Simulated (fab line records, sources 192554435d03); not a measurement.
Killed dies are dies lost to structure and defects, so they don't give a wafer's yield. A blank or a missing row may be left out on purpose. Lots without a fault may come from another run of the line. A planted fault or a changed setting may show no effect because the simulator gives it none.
Chamber matching | flow n5_finfet | N5_BEOL_M12_ETCH_59 on rie_diel-03: 4 sister chambers
The step etches BARC in N2/H2, target depth 89 nm, overetch 26.7 nm, time 67.9 s. 16 wafers are shown with their chamber, then 8 later ones without.

WAFERS WITH THEIR CHAMBER
wafer  | chamber | showerhead_plenum_p_Torr (Torr) | throttle_valve_pct (%) | drypump_motor_current_A (A)
L077.3 | 1       | 2.44                            | 18.41                  | 5.94
L077.4 | 3       | 2.49                            | 17.60                  | 5.87
L077.6 | 1       | 2.44                            | 18.44                  | 5.96
L078.1 | 3       | 2.49                            | 17.63                  | 5.86
L078.2 | 2       | 2.42                            | 17.83                  | 6.09
L078.4 | 1       | 2.44                            | 18.43                  | 5.94
L075.2 | 2       | 2.42                            | 17.84                  | 6.07
L075.5 | 2       | 2.42                            | 17.83                  | 6.08
L075.6 | 3       | 2.49                            | 17.64                  | 5.89
L082.2 | 0       | 2.50                            | 18.03                  | 5.45
L082.3 | 2       | 2.42                            | 17.83                  | 6.08
L082.6 | 1       | 2.43                            | 18.44                  | 5.92
L080.1 | 3       | 2.49                            | 17.65                  | 5.87
L080.4 | 2       | 2.42                            | 17.84                  | 6.08
L080.6 | 3       | 2.49                            | 17.61                  | 5.87
L084.1 | 0       | 2.50                            | 18.04                  | 5.43

SIGNATURES (means of the wafers above)
reading                  | chamber 0 | chamber 1 | chamber 2 | chamber 3 | scatter within a chamber
showerhead_plenum_p_Torr | 2.5000    | 2.4375    | 2.4200    | 2.4900    | 0.0025
throttle_valve_pct       | 18.0350   | 18.4300   | 17.8340   | 17.6260   | 0.0144
drypump_motor_current_A  | 5.4400    | 5.9400    | 6.0800    | 5.8720    | 0.0118
Rule: a wafer's distance from a chamber is the root of the sum, over the readings, of the square of ((its reading less the chamber's mean) divided by the reading's scatter). The wafer belongs to the nearest chamber; if the next one is less than 2 further off, it can't be placed. The scatter: the root of (the sum of the squares of (reading less its chamber's mean) over the shown wafers, divided by (wafers less chambers)).

WAFERS WITHOUT THEIR CHAMBER
wafer  | showerhead_plenum_p_Torr (Torr) | throttle_valve_pct (%) | drypump_motor_current_A (A)
L084.2 | 2.42                            | 17.85                  | 6.07
L084.5 | 2.43                            | 18.46                  | 5.93
L087.3 | 2.42                            | 18.48                  | 5.95
L087.4 | 2.49                            | 18.07                  | 5.48
L087.6 | 2.48                            | 17.20                  | 5.86
L089.1 | 2.49                            | 18.07                  | 5.41
L089.4 | 2.48                            | 17.21                  | 5.86
L089.6 | 2.42                            | 18.49                  | 5.93

WHICH CHAMBER EACH WENT THROUGH
wafer  | from the rows above | in truth
L084.2 | 2                   | 2
L084.5 | 1                   | 1
L087.3 | 1                   | 1
L087.4 | 0                   | 0
L087.6 | 3                   | 3
L089.1 | 0                   | 0
L089.4 | 3                   | 3
L089.6 | 1                   | 1
Placed correctly: 8 of 8. Can't be placed from these rows: 0. Placed wrongly: 0.
